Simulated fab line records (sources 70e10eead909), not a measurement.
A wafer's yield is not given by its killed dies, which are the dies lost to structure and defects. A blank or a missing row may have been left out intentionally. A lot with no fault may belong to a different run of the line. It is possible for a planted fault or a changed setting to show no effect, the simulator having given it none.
fab line records	flow nandHarc
record: lots: 24	wafers: 72	lastDay: 24
route steps=1159 shown A_BLC@987 A_M0@1006 A_M1@1039
lots untouched by any fault: they come from a run of this same line in which no faults occurred
startH: start of the lot's first displayed wafer, in hours after the record's first day	waitH: hours since the lot's step before	" identical to the entry in the row above	L1.1+2: a row that stands for several wafers	- no value, or no start given	* or withheld: withheld	< > ~ a bound
route shown NAME@n: names a module that has steps shown in the file, with the first one's number in the route	usual: mean/standard deviation taken from wafers without a fault	same: alike in all rows	chamber/n: place in a boat	sites: each site's reading	_std_site: the standard deviation of these	_edge_site: outer sites' mean less inner sites'	radiusMm: for every site, how far away it sits from the centre of the wafer	mask NAME#n: copy n	behind: the last tool/chamber to shape the wafer	hold: what put the lot on hold/how long, in hours/how the hold closed	device: the n, p or np transistor that did not switch	end of line: tests run on the same wafers once the route is complete	where a step has no rows: the recipe by itself	killed: at the first sort, the dies lost to defects and structure; wafer yield is something else	map: dies across one wafer; x = killed, . = not, _ = none there
set.NAME: the run value of the setting; set.NAME@STEP: its run value at that earlier step	model.NAME: the simulator's own value behind a step, which no gauge read
steps of the route over a sample of lots; a table a step, a row a wafer
services: when a tool's chamber went out of use (startH, in hours from the record's first day, below 0 if earlier), for how many hours, and the reason
== steps ==
step: NHARC_A_BLC_PVD_32
recipe: targetThkA: 50	chamberPressurePa: 5	powerW: 5000	substrateTempC: 200	timeS: 17.7	material: Ti
usual: cathodeDcPowerW: 5000.0/0.93	throttleValvePct: 29.8/1
lot.wafer	tool	chamber	startH	waitH	cathodeDcPowerW	throttleValvePct
L075.1	pvdSputter-01	-	-	-	5000.0	32.3
L075.3	"	-	"	"	4998.2	29.6
L075.6	"	-	"	"	4998.2	32.4
L074.3	pvdSputter-03	-	-	-	4999.1	30.7
L074.2	"	-	"	"	5001.0	29.6
L074.5	"	-	"	"	4999.6	30.5
L077.3	pvdSputter-02	-	-	-	5000.5	29.7
L077.6	"	-	"	"	5001.3	30.0
L077.5	"	-	"	"	5000.3	29.0
L078.4	pvdSputter-01	-	-	-	4999.6	29.6
L078.1	"	-	"	"	4999.5	32.3
L078.5	"	-	"	"	5000.6	30.5
L079.4	pvdSputter-03	-	-	-	4999.9	30.6
L079.5	"	-	"	"	5000.8	30.0
L079.6	"	-	"	"	5001.7	30.6
L076.3	pvdSputter-01	-	-	-	4999.4	32.4
L076.4	"	-	"	"	5001.1	30.6
L076.2	"	-	"	"	5000.9	29.8
L080.4	pvdSputter-03	-	-	-	4999.7	29.8
L080.2	"	-	"	"	4999.0	30.3
L080.5	"	-	"	"	4999.7	30.2
L081.2	pvdSputter-03	-	-	-	5000.8	30.6
L081.6	"	-	"	"	5002.0	29.9
L081.5	"	-	"	"	5000.2	30.4
L084.1	pvdSputter-02	-	-	-	5001.6	28.4
L084.6	"	-	"	"	5000.5	29.8
L084.5	"	-	"	"	5001.0	28.8
L082.1	pvdSputter-02	-	-	-	5000.7	29.4
L082.4	"	-	"	"	5000.0	29.5
L082.5	"	-	"	"	5001.3	29.2
L083.3	pvdSputter-03	-	-	-	5000.6	31.0
L083.1	"	-	"	"	4999.6	29.9
L083.5	"	-	"	"	4999.2	30.2
L087.3	pvdSputter-02	-	-	-	5000.1	29.3
L087.1	"	-	"	"	4999.6	28.9
L087.5	"	-	"	"	4999.6	29.6
L085.1	pvdSputter-02	-	-	-	4999.4	29.6
L085.3	"	-	"	"	5000.4	28.8
L085.5	"	-	"	"	4999.1	28.9
L086.1	pvdSputter-01	-	-	-	5000.7	29.4
L086.5	"	-	"	"	4999.0	30.7
L086.6	"	-	"	"	5001.0	29.3
L088.4	pvdSputter-01	-	-	-	5000.2	30.2
L088.1	"	-	"	"	5000.1	29.7
L088.5	"	-	"	"	5000.3	30.9
L089.3	pvdSputter-02	-	-	-	5000.5	29.5
L089.4	"	-	"	"	5000.1	28.9
L089.5	"	-	"	"	5000.5	29.9
L090.1	pvdSputter-01	-	-	-	5000.7	29.2
L090.3	"	-	"	"	4999.7	30.3
L090.5	"	-	"	"	4999.5	29.3
L091.1	pvdSputter-03	-	-	-	5000.8	30.1
L091.3	"	-	"	"	4999.4	30.6
L091.6	"	-	"	"	4998.7	29.9
L094.3	pvdSputter-02	-	-	-	5000.4	28.2
L094.1	"	-	"	"	4999.0	29.4
L094.6	"	-	"	"	4999.8	29.7
L092.1	pvdSputter-01	-	-	-	4999.4	31.8
L092.2	"	-	"	"	5000.6	30.4
L092.6	"	-	"	"	5000.9	32.3
L093.4	pvdSputter-02	-	-	-	4999.1	28.9
L093.3	"	-	"	"	4999.5	29.3
L093.6	"	-	"	"	4997.7	30.0
L096.1	pvdSputter-03	-	-	-	4999.8	30.2
L096.2	"	-	"	"	5001.4	30.3
L096.5	"	-	"	"	5000.1	30.3
L095.4	pvdSputter-02	-	-	-	5000.3	28.3
L095.6	"	-	"	"	4999.8	29.0
L095.5	"	-	"	"	5001.0	28.5
L097.1	pvdSputter-03	-	-	-	4999.6	30.2
L097.2	"	-	"	"	5001.1	30.0
L097.5	"	-	"	"	4999.3	29.1
step: NHARC_A_M0_INSPECT_11
usual: rawDefectCount: 32/13
lot.wafer	tool	chamber	startH	waitH	rawDefectCount
L075.1	defectInspect-01	-	401.86	0.1	12
L075.3	"	-	"	"	8
L075.6	"	-	"	"	13
L074.2	defectInspect-02	-	402.29	0.0	36
L074.3	"	-	"	"	21
L074.5	"	-	"	"	34
L077.3	defectInspect-02	-	405.41	0.0	23
L077.5	"	-	"	"	19
L077.6	"	-	"	"	32
L078.1	defectInspect-01	-	407.21	0.0	30
L078.4	"	-	"	"	20
L078.5	"	-	"	"	22
L079.4	defectInspect-02	-	412.96	0.0	18
L079.5	"	-	"	"	25
L079.6	"	-	"	"	18
L076.2	defectInspect-02	-	416.16	0.0	25
L076.3	"	-	"	"	30
L076.4	"	-	"	"	26
L080.2	defectInspect-01	-	422.21	0.0	23
L080.4	"	-	"	"	22
L080.5	"	-	"	"	14
L081.2	defectInspect-01	-	441.19	0.0	18
L081.5	"	-	"	"	24
L081.6	"	-	"	"	25
L084.1	defectInspect-01	-	446.17	0.0	20
L084.5	"	-	"	"	29
L084.6	"	-	"	"	34
L082.1	defectInspect-02	-	454.61	0.0	31
L082.4	"	-	"	"	39
L082.5	"	-	"	"	33
L083.1	defectInspect-02	-	461.31	0.0	21
L083.3	"	-	"	"	11
L083.5	"	-	"	"	15
L087.1	defectInspect-01	-	465.80	0.0	25
L087.3	"	-	"	"	19
L087.5	"	-	"	"	30
L085.1	defectInspect-02	-	466.95	0.0	27
L085.3	"	-	"	"	37
L085.5	"	-	"	"	25
L086.1	defectInspect-01	-	469.98	0.0	42
L086.5	"	-	"	"	45
L086.6	"	-	"	"	37
L088.1	defectInspect-01	-	493.07	0.0	53
L088.4	"	-	"	"	55
L088.5	"	-	"	"	41
L089.3	defectInspect-01	-	493.47	0.0	49
L089.4	"	-	"	"	53
L089.5	"	-	"	"	54
L090.1	defectInspect-02	-	493.70	0.0	16
L090.3	"	-	"	"	22
L090.5	"	-	"	"	21
L091.1	defectInspect-02	-	498.48	0.0	65
L091.3	"	-	"	"	64
L091.6	"	-	"	"	69
L094.1	defectInspect-01	-	504.07	0.0	40
L094.3	"	-	"	"	48
L094.6	"	-	"	"	41
L092.1	defectInspect-02	-	506.46	0.0	23
L092.2	"	-	"	"	40
L092.6	"	-	"	"	29
L093.3	defectInspect-02	-	507.37	0.0	18
L093.4	"	-	"	"	19
L093.6	"	-	"	"	18
L096.1	defectInspect-01	-	521.09	0.0	27
L096.2	"	-	"	"	39
L096.5	"	-	"	"	41
L095.4	defectInspect-01	-	521.50	0.0	44
L095.5	"	-	"	"	36
L095.6	"	-	"	"	35
L097.1	defectInspect-02	-	534.41	0.0	50
L097.2	"	-	"	"	45
L097.5	"	-	"	"	39
step: NHARC_A_M0_DEGAS_28
recipe: tempC: 250	timeS: 60
usual: heaterPowerW: 311/35
lot.wafer	tool	chamber	startH	waitH	heaterPowerW
L075.1	pvdSputter-01	-	402.85	-	285
L075.3	"	-	"	"	280
L075.6	"	-	"	"	412
L074.3	pvdSputter-01	-	403.27	-	410
L074.2	"	-	"	"	261
L074.5	"	-	"	"	292
L077.3	pvdSputter-01	-	406.40	-	405
L077.6	"	-	"	"	286
L077.5	"	-	"	"	270
L078.4	pvdSputter-02	-	408.26	-	281
L078.1	"	-	"	"	316
L078.5	"	-	"	"	296
L079.4	pvdSputter-02	-	414.06	-	311
L079.6	"	-	"	"	288
L079.5	"	-	"	"	317
L076.4	pvdSputter-03	-	417.13	-	311
L076.2	"	-	"	"	318
L076.3	"	-	"	"	343
L080.4	pvdSputter-03	-	423.27	-	320
L080.2	"	-	"	"	329
L080.5	"	-	"	"	344
L081.2	pvdSputter-01	-	442.19	-	297
L081.6	"	-	"	"	265
L081.5	"	-	"	"	407
L084.1	pvdSputter-02	-	447.22	-	290
L084.6	"	-	"	"	295
L084.5	"	-	"	"	320
L082.4	pvdSputter-03	-	455.59	-	324
L082.1	"	-	"	"	306
L082.5	"	-	"	"	321
L083.1	pvdSputter-02	-	462.28	-	318
L083.3	"	-	"	"	285
L083.5	"	-	"	"	296
L087.3	pvdSputter-02	-	466.88	-	291
L087.1	"	-	"	"	329
L087.5	"	-	"	"	294
L085.1	pvdSputter-02	-	468.05	-	316
L085.3	"	-	"	"	295
L085.5	"	-	"	"	312
L086.1	pvdSputter-03	-	470.95	-	336
L086.6	"	-	"	"	323
L086.5	"	-	"	"	341
L088.1	pvdSputter-03	-	494.05	-	336
L088.4	"	-	"	"	320
L088.5	"	-	"	"	326
L089.3	pvdSputter-02	-	494.46	-	301
L089.4	"	-	"	"	280
L089.5	"	-	"	"	289
L090.3	pvdSputter-01	-	494.73	-	265
L090.1	"	-	"	"	414
L090.5	"	-	"	"	268
L091.1	pvdSputter-01	-	499.47	-	266
L091.3	"	-	"	"	411
L091.6	"	-	"	"	257
L094.3	pvdSputter-01	-	505.07	-	284
L094.1	"	-	"	"	284
L094.6	"	-	"	"	266
L092.2	pvdSputter-02	-	507.50	-	323
L092.1	"	-	"	"	277
L092.6	"	-	"	"	288
L093.4	pvdSputter-02	-	508.38	-	329
L093.3	"	-	"	"	287
L093.6	"	-	"	"	318
L096.2	pvdSputter-02	-	522.12	-	295
L096.1	"	-	"	"	316
L096.5	"	-	"	"	319
L095.4	pvdSputter-03	-	522.58	-	322
L095.5	"	-	"	"	325
L095.6	"	-	"	"	333
L097.2	pvdSputter-03	-	535.41	-	300
L097.1	"	-	"	"	338
L097.5	"	-	"	"	331
step: NHARC_A_M0_THK_MEAS_24
recipe: thkMeasGauge: xrf
usual: thkNm: 113.6/1.8
lot.wafer	tool	chamber	startH	waitH	thkNm
L075.1	filmMetro-02	-	404.23	-	112.7
L075.3	"	-	"	"	115.2
L075.6	"	-	"	"	115.9
L074.2	filmMetro-01	-	404.72	-	113.8
L074.3	"	-	"	"	112.0
L074.5	"	-	"	"	114.1
L077.3	filmMetro-01	-	407.81	-	113.0
L077.5	"	-	"	"	116.7
L077.6	"	-	"	"	113.8
L078.1	filmMetro-02	-	409.64	-	112.6
L078.4	"	-	"	"	112.0
L078.5	"	-	"	"	111.8
L079.4	filmMetro-02	-	415.47	-	115.3
L079.5	"	-	"	"	116.6
L079.6	"	-	"	"	115.4
L076.2	filmMetro-01	-	418.53	-	112.2
L076.3	"	-	"	"	113.3
L076.4	"	-	"	"	112.5
L080.2	filmMetro-02	-	424.68	-	115.1
L080.4	"	-	"	"	112.1
L080.5	"	-	"	"	114.5
L081.2	filmMetro-01	-	443.59	-	115.3
L081.5	"	-	"	"	113.0
L081.6	"	-	"	"	115.3
L084.1	filmMetro-02	-	448.60	-	111.9
L084.5	"	-	"	"	114.7
L084.6	"	-	"	"	112.9
L082.1	filmMetro-01	-	457.01	-	110.5
L082.4	"	-	"	"	111.2
L082.5	"	-	"	"	113.2
L083.1	filmMetro-01	-	463.72	-	114.0
L083.3	"	-	"	"	114.2
L083.5	"	-	"	"	112.6
L087.1	filmMetro-01	-	468.41	-	110.3
L087.3	"	-	"	"	114.7
L087.5	"	-	"	"	114.2
L085.1	filmMetro-01	-	469.45	-	113.3
L085.3	"	-	"	"	114.2
L085.5	"	-	"	"	117.1
L086.1	filmMetro-02	-	472.35	-	117.6
L086.5	"	-	"	"	118.3
L086.6	"	-	"	"	114.3
L088.1	filmMetro-01	-	495.44	-	117.5
L088.4	"	-	"	"	116.8
L088.5	"	-	"	"	114.8
L089.3	filmMetro-02	-	495.86	-	112.3
L089.4	"	-	"	"	113.2
L089.5	"	-	"	"	114.8
L090.1	filmMetro-02	-	496.14	-	110.6
L090.3	"	-	"	"	113.1
L090.5	"	-	"	"	114.3
L091.1	filmMetro-01	-	500.89	-	110.7
L091.3	"	-	"	"	113.5
L091.6	"	-	"	"	111.6
L094.1	filmMetro-02	-	506.46	-	113.8
L094.3	"	-	"	"	112.2
L094.6	"	-	"	"	115.9
L092.1	filmMetro-02	-	508.89	-	113.9
L092.2	"	-	"	"	113.1
L092.6	"	-	"	"	116.3
L093.3	filmMetro-02	-	509.83	-	116.0
L093.4	"	-	"	"	112.6
L093.6	"	-	"	"	115.7
L096.1	filmMetro-01	-	523.51	-	110.3
L096.2	"	-	"	"	113.3
L096.5	"	-	"	"	112.6
L095.4	filmMetro-01	-	523.99	-	113.2
L095.5	"	-	"	"	115.5
L095.6	"	-	"	"	116.3
L097.1	filmMetro-01	-	537.10	-	114.2
L097.2	"	-	"	"	113.1
L097.5	"	-	"	"	112.5
step: NHARC_A_M0_PRE_CLEAN_31
recipe: timeS: 12	tempC: 370	rfPowerW: 300	gas: NH3
usual: heaterPowerW: 612/92
lot.wafer	tool	chamber	startH	waitH	heaterPowerW
L075.1	pecvd-04	0	404.50	0.1	486
L075.3	"	1	"	"	793
L075.6	"	1	"	"	793
L074.2	pecvd-03	0	405.47	0.6	662
L074.3	"	1	"	"	486
L074.5	"	1	"	"	489
L077.3	pecvd-04	0	408.10	0.1	433
L077.5	"	1	"	"	763
L077.6	"	0	"	"	434
L078.1	pecvd-04	1	409.88	0.1	765
L078.4	"	0	"	"	460
L078.5	"	1	"	"	777
L079.4	pecvd-03	2	415.75	0.1	533
L079.6	"	0	"	"	664
L079.5	"	2	"	"	536
L076.3	pecvd-02	2	418.79	0.1	582
L076.2	"	0	"	"	589
L076.4	"	1	"	"	744
L080.2	pecvd-02	0	424.92	0.1	526
L080.5	"	0	"	"	543
L080.4	"	1	"	"	669
L081.2	pecvd-03	0	443.96	0.2	606
L081.6	"	1	"	"	549
L081.5	"	0	"	"	636
L084.1	pecvd-04	2	448.85	0.1	666
L084.5	"	0	"	"	513
L084.6	"	2	"	"	670
L082.1	pecvd-02	0	457.25	0.1	512
L082.5	"	2	"	"	584
L082.4	"	1	"	"	779
L083.1	pecvd-03	2	463.96	0.1	615
L083.3	"	0	"	"	653
L083.5	"	0	"	"	682
L087.1	pecvd-02	1	468.65	0.1	778
L087.3	"	0	"	"	600
L087.5	"	2	"	"	623
L085.1	pecvd-04	0	469.67	0.1	518
L085.3	"	2	"	"	571
L085.5	"	2	"	"	602
L086.1	pecvd-03	1	472.59	0.1	548
L086.5	"	1	"	"	554
L086.6	"	2	"	"	557
L088.1	pecvd-03	0	496.27	0.7	682
L088.4	"	1	"	"	532
L088.5	"	2	"	"	606
L089.3	pecvd-02	1	496.36	0.3	703
L089.4	"	0	"	"	546
L089.5	"	1	"	"	695
L090.1	pecvd-04	1	496.38	0.1	779
L090.3	"	0	"	"	523
L090.5	"	0	"	"	516
L091.3	pecvd-03	2	501.29	0.2	549
L091.1	"	0	"	"	608
L091.6	"	0	"	"	602
L094.1	pecvd-02	1	506.68	0.1	718
L094.3	"	2	"	"	549
L094.6	"	0	"	"	581
L092.2	pecvd-03	0	509.11	0.1	647
L092.1	"	1	"	"	562
L092.6	"	1	"	"	552
L093.3	pecvd-03	2	510.07	0.1	596
L093.6	"	2	"	"	585
L093.4	"	0	"	"	646
L096.1	pecvd-03	0	523.74	0.1	677
L096.2	"	2	"	"	611
L096.5	"	1	"	"	540
L095.5	pecvd-03	1	524.25	0.1	561
L095.4	"	2	"	"	613
L095.6	"	0	"	"	662
L097.2	pecvd-04	2	537.32	0.1	674
L097.1	"	1	"	"	684
L097.5	"	0	"	"	437
step: NHARC_A_M1_DESCUM_14
recipe: timeS: 3	o2FlowSccm: 200	arFlowSccm: 0	biasPowerW: 0	chemistry: O2
usual: drypumpMotorCurrentA: 5.9/0.33	mfcArSccm: 0.005/0.0097	oesProductAu: 0.999/0.018	rfVppV: 57.7/0.86	showerheadPlenumPTorr: 1.91/0.07	throttleValvePct: 11.311/0.0092
lot.wafer	tool	chamber	startH	waitH	drypumpMotorCurrentA	mfcArSccm	oesProductAu	rfHoursCounterH	rfVppV	showerheadPlenumPTorr	throttleValvePct
L075.3	rieDiel-09	0	406.31	0.1	6.5	0	1.004	8	58.5	1.82	11.324
L075.1	"	1	"	"	6.3	0	1.008	10	58.9	2.01	11.306
L075.6	"	3	"	"	5.7	0.016	0.992	-	57.2	1.96	11.306
L074.3	rieDiel-09	0	407.41	0.1	6.5	0	1.012	8	57.4	1.82	11.307
L074.2	"	1	"	"	6.2	0	1.008	10	58.2	2.01	11.305
L074.5	"	0	"	"	6.5	0	1.011	-	58.1	1.82	11.300
L077.3	rieDiel-10	1	409.75	0.1	5.8	0.035	1.000	1	57.1	1.91	11.323
L077.5	"	3	"	"	6.0	0	1.005	-	59.1	1.92	11.303
L077.6	"	0	"	"	5.2	0.003	0.993	-	57.6	2.00	11.313
L078.4	rieDiel-01	3	411.45	0.1	5.8	0.001	0.992	6	59.0	1.90	11.325
L078.1	"	0	"	"	5.6	0	1.023	6	58.8	2.00	11.316
L078.5	"	1	"	"	5.8	0	0.949	-	57.9	1.87	11.312
L079.4	rieDiel-09	0	417.28	0.1	6.5	0	1.011	8	56.4	1.82	11.310
L079.6	"	0	"	"	6.5	0	1.025	-	56.7	1.82	11.305
L079.5	"	1	"	"	6.2	0	1.021	-	58.0	2.01	11.322
L076.2	rieDiel-01	3	420.27	0.1	5.8	0.001	0.987	6	56.1	1.90	11.315
L076.3	"	0	"	"	5.6	0	1.038	6	57.1	2.00	11.318
L076.4	"	1	"	"	5.9	0	0.965	6	57.3	1.87	11.308
L080.4	rieDiel-01	2	426.32	0.1	5.9	0	1.020	6	57.9	1.89	11.320
L080.2	"	0	"	"	5.6	0	1.037	7	59.5	2.00	11.320
L080.5	"	2	"	"	5.9	0	1.016	-	57.1	1.88	11.321
L081.2	rieDiel-01	1	445.49	0.1	5.8	0	0.957	8	57.3	1.87	11.316
L081.6	"	1	"	"	5.8	0	0.956	-	55.5	1.87	11.317
L081.5	"	2	"	"	5.9	0	1.010	-	57.8	1.88	11.302
L084.1	rieDiel-01	3	450.23	0.1	5.8	0.001	0.986	8	57.7	1.90	11.307
L084.5	"	1	"	"	5.8	0	0.961	-	57.0	1.87	11.304
L084.6	"	2	"	"	5.9	0	1.016	-	57.0	1.88	11.314
L082.1	rieDiel-10	2	458.79	0.1	6.0	0.010	1.006	2	57.3	1.85	11.317
L082.4	"	3	"	"	6.0	0	0.991	2	57.0	1.92	11.304
L082.5	"	1	"	"	5.8	0.035	0.994	-	59.0	1.91	11.316
L083.3	rieDiel-09	0	465.30	0.1	6.6	0	1.017	2	56.7	1.82	11.299
L083.1	"	2	"	"	6.1	0	0.999	2	57.9	1.78	11.327
L083.5	"	1	"	"	6.2	0	0.978	-	58.4	2.01	11.300
L087.3	rieDiel-09	2	470.18	0.1	6.1	0	0.984	2	57.6	1.78	11.321
L087.1	"	3	"	"	5.7	0.016	0.985	2	58.7	1.95	11.310
L087.5	"	1	"	"	6.2	0	0.967	-	58.8	2.00	11.314
L085.1	rieDiel-10	0	471.18	0.1	5.2	0.003	1.003	3	59.2	2.00	11.311
L085.3	"	2	"	"	6.1	0.010	1.000	3	57.9	1.85	11.303
L085.5	"	0	"	"	5.2	0.003	0.995	-	58.5	2.00	11.308
L086.1	rieDiel-09	3	473.97	0.1	5.7	0.016	0.990	2	57.2	1.95	11.304
L086.5	"	3	"	"	5.7	0.016	1.006	-	57.9	1.95	11.313
L086.6	"	0	"	"	6.5	0	1.028	-	55.8	1.81	11.293
L088.4	rieDiel-10	2	497.76	0.1	6.1	0.010	0.991	3	58.2	1.85	11.317
L088.1	"	1	"	"	5.8	0.035	1.001	3	57.1	1.91	11.329
L088.5	"	2	"	"	6.1	0.010	0.993	-	58.0	1.85	11.317
L089.3	rieDiel-10	2	497.83	0.1	6.1	0.010	1.000	3	56.4	1.85	11.288
L089.4	"	3	"	"	6.0	0	0.994	3	57.2	1.92	11.311
L089.5	"	0	"	"	5.2	0.003	1.007	-	57.1	2.00	11.308
L090.3	rieDiel-09	3	498.00	0.1	5.7	0.016	0.980	4	58.6	1.95	11.292
L090.1	"	1	"	"	6.3	0	0.995	5	58.7	2.00	11.299
L090.5	"	3	"	"	5.7	0.016	0.987	-	58.1	1.95	11.309
L091.1	rieDiel-09	2	502.70	0.1	6.1	0	0.989	4	56.4	1.78	11.320
L091.3	"	3	"	"	5.7	0.016	0.982	4	57.9	1.95	11.321
L091.6	"	0	"	"	6.5	0	1.025	-	58.1	1.81	11.319
L094.3	rieDiel-01	0	508.23	0.1	5.7	0	1.028	0	58.7	1.99	11.308
L094.1	"	3	"	"	5.8	0.001	0.993	0	56.4	1.89	11.313
L094.6	"	0	"	"	5.6	0	1.018	-	57.4	1.99	11.304
L092.2	rieDiel-01	2	510.72	0.1	5.9	0	0.993	0	57.6	1.88	11.309
L092.1	"	3	"	"	5.8	0.001	0.981	0	57.2	1.89	11.296
L092.6	"	1	"	"	5.8	0	0.996	-	58.9	1.87	11.309
L093.3	rieDiel-01	0	511.58	0.1	5.7	0	1.012	0	59.4	1.99	11.318
L093.4	"	1	"	"	5.8	0	0.995	1	58.1	1.87	11.301
L093.6	"	3	"	"	5.8	0.001	0.983	-	57.8	1.89	11.297
L096.2	rieDiel-10	0	525.13	0.1	5.2	0.003	1.007	4	57.8	2.00	11.321
L096.1	"	1	"	"	5.7	0.035	0.999	4	57.6	1.91	11.320
L096.5	"	3	"	"	6.0	0	1.000	-	57.1	1.92	11.311
L095.4	rieDiel-10	3	525.76	0.1	6.0	0	1.005	4	58.5	1.92	11.319
L095.6	"	1	"	"	5.8	0.035	0.997	-	57.2	1.91	11.315
L095.5	"	2	"	"	6.1	0.010	1.000	-	56.3	1.85	11.297
L097.2	rieDiel-09	2	538.85	0.1	6.1	0	0.988	8	56.8	1.78	11.324
L097.1	"	3	"	"	5.7	0.016	0.989	7	58.3	1.95	11.308
L097.5	"	1	"	"	6.2	0	0.981	-	57.0	2.00	11.320
== services ==
tool	chamber	startH	hours	kind
pecvd-04	-	376.04	13.0	pm
pecvd-04	0	391.06	6.0	repair
pvdSputter-02	-	392.00	10.0	pm
rieDiel-09	3	396.25	8.2	repair
pecvd-04	-	401.86	0.2	repair
pecvd-04	2	402.85	7.6	repair
pecvd-03	1	415.32	4.3	repair
rieDiel-09	-	430.05	0.3	repair
rieDiel-09	-	431.10	9.0	pm
pecvd-04	2	431.62	4.3	repair
pecvd-04	-	441.09	1.0	repair
pvdSputter-01	-	445.54	6.2	repair
pvdSputter-03	-	458.00	10.0	pm
pecvd-03	-	473.64	13.0	pm
pecvd-03	0	473.64	13.0	ventCycle
pecvd-03	1	473.64	13.0	ventCycle
pecvd-03	2	473.64	13.0	ventCycle
rieDiel-01	-	491.80	9.0	pm
pecvd-02	-	495.63	0.5	repair
pvdSputter-01	-	509.78	9.3	repair
rieDiel-09	3	514.92	4.3	repair
pecvd-02	-	515.21	13.0	pm
pecvd-04	1	519.17	4.4	repair
rieDiel-10	-	530.50	9.0	pm
== key ==
fault none
